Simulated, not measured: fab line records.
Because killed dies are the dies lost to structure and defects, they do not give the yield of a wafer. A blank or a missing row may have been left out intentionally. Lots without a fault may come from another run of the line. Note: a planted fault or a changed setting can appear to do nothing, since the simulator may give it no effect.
A struck lot beside a sound one ; flow nandHarc ; 15 steps out of a route of 1302
Sound: the wafers L935.1, L935.4, L935.6. Wafers L948.2, L948.3, L948.5 were the ones struck. The cause is given at the end.
Per side, at each step with rows, come the tool, then ch with its chambers, and then its first start. Under that, the readings that differ: sound wafers ; struck wafers ; difference of the means ; sigmas: that difference in standard deviations of wafers without a fault.
alike: words and numbers the same on both sides, and readings whose means are apart by under 2 such deviations; not compared: readings that were withheld, readings missing a value for some wafer, numbers with overlapping values and no deviation given by the record, and bounds like >300 which may hide the same value.
The two part at a step that has a row with sigmas, a row that says differs or no value, or rows on one side only. Numbers that have no deviation but don't overlap get no sigmas and don't part them. Lack of a reading on every wafer of one side parts them only where that side has two or more wafers.

NHARC_A_BLC_OVL_MEAS_11:
  sound: overlay-02 at day 23 04:19; struck: overlay-01 at day 28 00:44
  alike: overlayXNm, overlayYNm
NHARC_A_BLC_INSPECT_12:
  sound: defectInspect-02 at day 23 04:21; struck: defectInspect-02 at day 28 00:46
  alike: rawDefectCount
then, 2 steps without rows for these wafers: NHARC_A_BLC_DESCUM_15 (chemistry O2, time 3 s); NHARC_A_BLC_ETCH_16 (etches the open film in CF4, target depth 39 nm, time 65 s).
NHARC_A_BLC_ETCH_17: etches the open film in N2/H2, target depth 390 nm, time 609.38 s.
  sound: rieDiel-10 ch 0,1,2; struck: rieDiel-03 ch 0,1
  alike: drypumpMotorCurrentA, oesProductAu, rfVppV, showerheadPlenumPTorr, throttleValvePct
  not compared: rfHoursCounterH
NHARC_A_BLC_ETCH_18: etches the open film in C4F8/O2/Ar, target depth 910 nm.
  sound: rieDiel-10 ch 0,1,3; struck: rieDiel-03 ch 1,2,3
reading;sound;struck;difference;sigmas
oesProductAu (a.u.);0.900 0.923 0.917;0.955 0.976 0.959;+0.050;+2
  alike: rfVppV
  not compared: rfHoursCounterH
NHARC_A_BLC_CD_MEAS_19:
  sound: cdSem-03 at day 23 05:22; struck: cdSem-01 at day 28 01:48
  alike: cdNm
NHARC_A_BLC_STRIP_29: strips in CF4.
  sound on rieDiel-03 ch 0,1,3, day 23 05:27; struck on rieDiel-10 ch 0,1,3, day 28 01:52
  alike: drypumpMotorCurrentA, oesProductAu, rfVppV, showerheadPlenumPTorr, throttleValvePct
  not compared: rfHoursCounterH
NHARC_A_BLC_STRIP_21: strips in O2.
  sound on rieDiel-03 ch 0,2, day 23 05:34; struck on rieDiel-10 ch 0,3, day 28 01:59
  alike: drypumpMotorCurrentA, oesProductAu, rfVppV, showerheadPlenumPTorr, throttleValvePct
  not compared: rfHoursCounterH
then, 1 step without rows for these wafers: NHARC_A_BLC_STRIP_22 (strips in post etch residue remover, time 600 s).
NHARC_A_BLC_DEGAS_30: time 60 s.
  sound: pvdSputter-02 at day 23 05:59; struck: pvdSputter-01 at day 28 02:24
  alike: heaterPowerW
then, 1 step without rows for these wafers: NHARC_A_BLC_PRE_CLEAN_31 (time 15 s).
NHARC_A_BLC_PVD_32: deposits Ti, target thk 5 nm, time 17.7 s.
  sound: pvdSputter-02 at day 23 06:06; struck: pvdSputter-01 at day 28 02:32
  no value came back on the struck wafers for cathodeDcPowerW (W), chamberPressurePa (Pa), throttleValvePct (%); on the sound wafers cathodeDcPowerW (W) reads 4999.6 5000.9 5000.7
then, 1 step without rows for these wafers: NHARC_A_BLC_ALD_23 (deposits TiN, target thk 3 nm, pulse time 1 s, ald cycles 150).
NHARC_END_SORT_01:
  at this point the record logs the struck wafers (prober-01 ch 0, day 29 21:32) and has no rows for the sound ones

## WHERE THEY PART
At NHARC_A_BLC_ETCH_18 first; at NHARC_END_SORT_01 last (within this record only).

WHY: the cause the simulator had injected
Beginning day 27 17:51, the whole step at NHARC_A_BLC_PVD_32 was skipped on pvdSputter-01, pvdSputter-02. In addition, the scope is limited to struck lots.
